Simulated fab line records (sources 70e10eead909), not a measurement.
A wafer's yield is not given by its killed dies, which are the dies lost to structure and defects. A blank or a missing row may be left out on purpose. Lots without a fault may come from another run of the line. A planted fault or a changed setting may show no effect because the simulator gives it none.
Which of the tools did it? | flow nand-harc | 17 wafers sampled from 6 lots at 1 step of a route of 1302

== WHAT THE GAUGES READ, wafer by wafer ==
NHARC_A_SGD_CUT_INSPECT_25.
lot  | measured     | on                | raw-defect-count
L515 | day 20 06:52 | defect-inspect-01 | 387 389 292
L518 | day 21 10:04 | defect-inspect-01 | 264 314 349
L521 | day 23 06:22 | defect-inspect-02 | 434 416 570
L525 | day 24 02:03 | defect-inspect-02 | 228 292 342
L529 | day 26 18:06 | defect-inspect-02 | 547 450 394
L530 | day 27 05:34 | defect-inspect-01 | 398 522

== TOOL THAT RAN EACH LOT (tool first, then ch and the chambers of the sampled wafers, then the start) ==
The record shows no process step preceding these readings.

== THE ANSWER, worked out from the rows above alone ==
Rule: what is usual is taken from the lots themselves. Put in order of their means at a reading, lots are off if they are a third of the lots or fewer, leave a main group of 4 or more, and stand apart from it by a gap of 3 or more times the standard deviation of the main group's means; of several such gaps the widest counts. If all means in a main group match to the digits the tables above print for the reading, that group is not used. A lot without any number at a reading at which 4 lots or more have one is off too. Where the step has rows for the other lots, those lots are counted as sound.
Nothing can be told from this: no lot is off at any reading shown.

== WHAT THE SIMULATOR HAD PUT IN ==
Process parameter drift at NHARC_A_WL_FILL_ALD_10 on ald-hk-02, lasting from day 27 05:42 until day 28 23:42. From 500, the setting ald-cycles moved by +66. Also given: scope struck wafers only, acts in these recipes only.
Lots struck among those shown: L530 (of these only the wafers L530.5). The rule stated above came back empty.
